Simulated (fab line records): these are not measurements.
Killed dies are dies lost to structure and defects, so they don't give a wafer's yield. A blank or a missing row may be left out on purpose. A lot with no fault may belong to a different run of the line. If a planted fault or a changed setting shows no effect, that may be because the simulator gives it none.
Chamber matching + flow nandHarc + NHARC_A_STAIRCASE_CMP_450 on cmp-01 has 4 sister chambers
The step polishes SiO2, target thk 200 nm. 4 wafers are shown with their chamber, then 7 later ones without.

WAFERS PAIRED WITH THEIR CHAMBERS
| wafer  | chamber | motorCurrentA (A) |
|--------|---------|-------------------|
| L084.3 | 1       | 11.1              |
| L088.3 | 2       | 12.1              |
| L089.1 | 3       | 10.5              |
| L089.2 | 0       | 12.1              |

WAFERS WITHOUT THEIR CHAMBER
| wafer  | motorCurrentA (A) |
|--------|-------------------|
| L092.1 | 12.1              |
| L092.2 | 10.5              |
| L096.1 | 12.1              |
| L096.2 | 11.5              |
| L096.4 | 12.5              |
| L094.1 | 12.0              |
| L094.4 | 10.6              |

CHAMBER TAKEN BY EACH
| wafer  | from the rows above          | in truth |
|--------|------------------------------|----------|
| L092.1 | can't be placed: 0 or 2      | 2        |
| L092.2 | 3                            | 3        |
| L096.1 | can't be placed: 0 or 2      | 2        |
| L096.2 | can't be placed: 1 or 0 or 2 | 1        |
| L096.4 | can't be placed: 0 or 2      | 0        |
| L094.1 | can't be placed: 0 or 2      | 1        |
| L094.4 | can't be placed: 3 or 1      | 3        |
Correct placement for 1 of the 7. Unplaceable from these rows: 6, with the true chamber sitting among the candidates in 5. Number placed wrongly: 0.
How it was worked out, from the rows above alone: a wafer's distance from a chamber is the root of the sum, over the readings, of the square of ((its reading less the chamber's mean) divided by the reading's scatter). The wafer belongs to the nearest chamber; if the next one is less than 2 further off, it can't be placed. For every chamber, the mean is computed from those of its wafers that are shown. The scatter: with one shown wafer a chamber, the root of the mean of the squares of how far each hidden wafer lies from its nearest shown one.
